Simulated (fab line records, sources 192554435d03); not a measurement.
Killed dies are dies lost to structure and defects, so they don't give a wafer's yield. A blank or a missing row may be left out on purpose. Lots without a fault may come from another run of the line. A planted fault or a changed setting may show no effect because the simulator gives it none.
Which tool did it? | flow n5_finfet | 13 lots, 31 wafers sampled, at 7 steps of a route of 1938

WHAT THE GAUGES READ, wafer by wafer
N5_BEOL_M1_INSPECT_59: inspects for defects (darkfield). Usual: raw_defect_count 61, standard deviation 18.
lot  | measured     | on                | raw_defect_count | flag
L232 | day 7 18:25  | defect_inspect-01 | 34 58 34         |
L233 | day 7 20:10  | defect_inspect-01 | 59 57 84         |
L236 | day 8 18:52  | defect_inspect-01 | 32 58 38         |
L235 | day 8 21:42  | defect_inspect-01 | 55 49 67         |
L237 | day 9 04:36  | defect_inspect-01 | 59 40 86         |
L241 | day 10 13:40 | defect_inspect-01 | 46 49 67         |
L242 | day 10 13:27 | defect_inspect-02 | 65 100 66        |
L243 | day 10 16:59 | defect_inspect-02 | 678              | OFF
L245 | day 10 23:31 | defect_inspect-01 | 579              | OFF
L244 | day 11 06:46 | defect_inspect-01 | 565              | OFF
L248 | day 11 15:46 | defect_inspect-01 | 595              | OFF
L249 | day 11 20:22 | defect_inspect-02 | 43 64 49         |
L250 | day 12 23:32 | defect_inspect-01 | 46 63 63         |

N5_BEOL_M2_INSPECT_13: inspects for defects (brightfield). Usual: raw_defect_count 396, standard deviation 100.
lot  | measured     | on                | raw_defect_count | flag
L232 | day 7 20:12  | defect_inspect-01 | 243 244 348      |
L233 | day 7 21:19  | defect_inspect-01 | 373 343 430      |
L236 | day 8 21:16  | defect_inspect-02 | 410 638 487      |
L235 | day 9 00:47  | defect_inspect-01 | 350 242 367      |
L237 | day 9 05:17  | defect_inspect-02 | 386 542 549      |
L241 | day 10 15:25 | defect_inspect-02 | 356 391 568      |
L242 | day 10 15:15 | defect_inspect-01 | 351 423 396      |
L243 | day 10 20:22 | defect_inspect-01 | 991              | OFF
L245 | day 11 00:19 | defect_inspect-02 | 1073             | OFF
L244 | day 11 07:43 | defect_inspect-02 | 901              | OFF
L248 | day 11 17:22 | defect_inspect-02 | 964              | OFF
L249 | day 11 22:01 | defect_inspect-01 | 415 304 345      |
L250 | day 13 01:23 | defect_inspect-02 | 260 233 334      |

N5_BEOL_M2_INSPECT_30: inspects for defects (brightfield). Usual: raw_defect_count 398, standard deviation 96.
lot  | measured     | on                | raw_defect_count | flag
L232 | day 7 21:14  | defect_inspect-02 | 285 293 423      |
L233 | day 7 22:12  | defect_inspect-01 | 370 336 430      |
L236 | day 8 22:26  | defect_inspect-01 | 360 585 401      |
L235 | day 9 01:49  | defect_inspect-01 | 353 236 365      |
L237 | day 9 06:09  | defect_inspect-01 | 369 468 475      |
L241 | day 10 16:19 | defect_inspect-01 | 316 326 494      |
L242 | day 10 16:08 | defect_inspect-01 | 362 416 400      |
L243 | day 10 21:22 | defect_inspect-01 | 975              | OFF
L245 | day 11 01:26 | defect_inspect-01 | 1008             | OFF
L244 | day 11 10:06 | defect_inspect-02 | 925              | OFF
L248 | day 11 18:17 | defect_inspect-01 | 901              | OFF
L249 | day 11 22:53 | defect_inspect-01 | 391 334 330      |
L250 | day 13 02:24 | defect_inspect-02 | 246 259 341      |

WHICH TOOL RAN EACH LOT (tool, then ch and the chambers of the sampled wafers, then the start)
lot  | N5_BEOL_M1_ANNEAL_91         | N5_BEOL_M1_SPUTTER_94        | N5_BEOL_M1_CO_CAP_55             | N5_BEOL_M1_PRE_CLEAN_56
L232 | pvd_sputter-02, day 7 15:46  | pvd_sputter-02, day 7 16:07  | cvd_co-01 ch 1,2, day 7 18:13    | pecvd-04 ch 0,2, day 7 18:18
L233 | pvd_sputter-02, day 7 18:29  | pvd_sputter-02, day 7 18:51  | cvd_co-01 ch 0,1,2, day 7 19:57  | pecvd-01 ch 0,1,2, day 7 20:02
L236 | pvd_sputter-01, day 8 17:13  | pvd_sputter-01, day 8 17:34  | cvd_co-02 ch 0,1,2, day 8 18:39  | pecvd-04 ch 0,1, day 8 18:44
L235 | pvd_sputter-01, day 8 20:02  | pvd_sputter-01, day 8 20:24  | cvd_co-02 ch 0,2, day 8 21:29    | pecvd-04 ch 0,2, day 8 21:35
L237 | pvd_sputter-02, day 9 02:56  | pvd_sputter-02, day 9 03:18  | cvd_co-01 ch 0,1, day 9 04:23    | pecvd-04 ch 0,2, day 9 04:29
L241 | pvd_sputter-02, day 10 11:44 | pvd_sputter-02, day 10 12:06 | cvd_co-01 ch 0,1,2, day 10 13:27 | pecvd-01 ch 0,1,2, day 10 13:33
L242 | pvd_sputter-03, day 10 11:48 | pvd_sputter-03, day 10 12:10 | cvd_co-02 ch 0,2, day 10 13:14   | pecvd-01 ch 0,1,2, day 10 13:20
L243 | pvd_sputter-03, day 10 14:52 | pvd_sputter-03, day 10 15:14 | cvd_co-01 ch 1, day 10 16:47     | pecvd-01 ch 2, day 10 16:52
L245 | pvd_sputter-03, day 10 21:50 | pvd_sputter-03, day 10 22:12 | cvd_co-01 ch 2, day 10 23:17     | pecvd-01 ch 2, day 10 23:23
L244 | pvd_sputter-01, day 11 05:07 | pvd_sputter-01, day 11 05:28 | cvd_co-02 ch 0, day 11 06:33     | pecvd-01 ch 2, day 11 06:38
L248 | pvd_sputter-02, day 11 13:49 | pvd_sputter-02, day 11 14:11 | cvd_co-02 ch 0, day 11 15:33     | pecvd-01 ch 2, day 11 15:38
L249 | pvd_sputter-01, day 11 18:43 | pvd_sputter-01, day 11 19:04 | cvd_co-02 ch 0,2, day 11 20:09   | pecvd-02 ch 0,2, day 11 20:16
L250 | pvd_sputter-01, day 12 21:53 | pvd_sputter-01, day 12 22:15 | cvd_co-02 ch 1,2, day 12 23:20   | pecvd-02 ch 0,2, day 12 23:25
- N5_BEOL_M1_ANNEAL_91: time 240 s.
- N5_BEOL_M1_SPUTTER_94: material Cu, target thk 4.5 nm, time 8.29 s.
- N5_BEOL_M1_CO_CAP_55: material Co, precursor CCTBA/H2, target thk 2 nm, time 102.1 s.
- N5_BEOL_M1_PRE_CLEAN_56: time 15 s.

WHAT THE TOOLS THEMSELVES READ (means of the sampled wafers that have a number; where no wafer has one, the mark that the record gives instead)
N5_BEOL_M1_ANNEAL_91. Usual: heater_power_w 817 W, standard deviation 96; susceptor_temp_C_max 400.9, standard deviation 0.34.
lot  | tool           | heater_power_w (W) | susceptor_temp_C_max | flag
L232 | pvd_sputter-02 | 804                | 400.6                |
L233 | pvd_sputter-02 | 761                | 401.0                |
L236 | pvd_sputter-01 | 760                | 400.9                |
L235 | pvd_sputter-01 | 723                | 401.1                |
L237 | pvd_sputter-02 | 808                | 400.8                |
L241 | pvd_sputter-02 | 822                | 401.2                |
L242 | pvd_sputter-03 | 850                | 401.1                |
L243 | pvd_sputter-03 | 867                | 400.6                |
L245 | pvd_sputter-03 | 828                | 400.9                |
L244 | pvd_sputter-01 | 615                | 401.4                |
L248 | pvd_sputter-02 | 795                | 400.9                |
L249 | pvd_sputter-01 | 866                | 401.0                |
L250 | pvd_sputter-01 | 822                | 401.1                |

N5_BEOL_M1_SPUTTER_94. Usual: throttle_valve_pct 30.1 %, standard deviation 1.
lot  | tool           | throttle_valve_pct (%) | flag
L232 | pvd_sputter-02 | 30.4                   |
L233 | pvd_sputter-02 | 29.6                   |
L236 | pvd_sputter-01 | 30.4                   |
L235 | pvd_sputter-01 | 29.9                   |
L237 | pvd_sputter-02 | 30.8                   |
L241 | pvd_sputter-02 | 29.4                   |
L242 | pvd_sputter-03 | 29.9                   |
L243 | pvd_sputter-03 | 31.3                   |
L245 | pvd_sputter-03 | 30.0                   |
L244 | pvd_sputter-01 | 30.0                   |
L248 | pvd_sputter-02 | 28.3                   |
L249 | pvd_sputter-01 | 30.5                   |
L250 | pvd_sputter-01 | 29.7                   |

N5_BEOL_M1_CO_CAP_55. Usual: heater_power_w 236 W, standard deviation 25.
lot  | tool      | heater_power_w (W) | flag
L232 | cvd_co-01 | 242                |
L233 | cvd_co-01 | 229                |
L236 | cvd_co-02 | 243                |
L235 | cvd_co-02 | 242                |
L237 | cvd_co-01 | 248                |
L241 | cvd_co-01 | 228                |
L242 | cvd_co-02 | 249                |
L243 | cvd_co-01 | 270                |
L245 | cvd_co-01 | 225                |
L244 | cvd_co-02 | 247                |
L248 | cvd_co-02 | 246                |
L249 | cvd_co-02 | 245                |
L250 | cvd_co-02 | 239                |

N5_BEOL_M1_PRE_CLEAN_56. Usual: rf_fwd_power_W 295.0 W, standard deviation 1.6.
lot  | tool     | rf_fwd_power_W (W) | flag
L232 | pecvd-04 | 295.7              |
L233 | pecvd-01 | 295.8              |
L236 | pecvd-04 | 294.6              |
L235 | pecvd-04 | 295.4              |
L237 | pecvd-04 | 294.8              |
L241 | pecvd-01 | 295.3              |
L242 | pecvd-01 | 295.4              |
L243 | pecvd-01 | 296.5              |
L245 | pecvd-01 | 297.7              |
L244 | pecvd-01 | 296.9              |
L248 | pecvd-01 | 296.4              |
L249 | pecvd-02 | 294.1              |
L250 | pecvd-02 | 295.5              |

THE ANSWER, worked out from the rows above alone
Rule: a lot is off if the mean of its wafers that have a number lies more than 3 standard deviations from the usual mean. A lot without any number at a reading at which 4 lots or more have one is off too. The other lots that the step has rows for count as sound. The gauges are gone through in route order, then the tools' own readings, and for those a lot's mean is taken as printed above. The first step at which some lot is off is used, and at that step the reading that is off furthest; a lot without a number counts as furthest.
Off: L243, L245, L244, L248, at N5_BEOL_M1_INSPECT_59 (raw_defect_count).
A tool fits if, at a process step before that reading, it ran every lot that is off, and no sound lot after the first of them. The gauges at N5_BEOL_M1_INSPECT_59 are tried like those tools. One fits: pecvd-01 at N5_BEOL_M1_PRE_CLEAN_56. Its last sound lot is L241 (day 10 13:33), its first lot that is off L243 (day 10 16:52): a fault that began between those two fits.

WHAT THE SIMULATOR HAD PUT IN
Chamber particle source: pecvd-01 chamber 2, from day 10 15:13 on, at N5_BEOL_M1_PRE_CLEAN_56. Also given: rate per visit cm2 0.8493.
Lots struck among those shown: L243, L245, L244, L248. The rule above found the same.
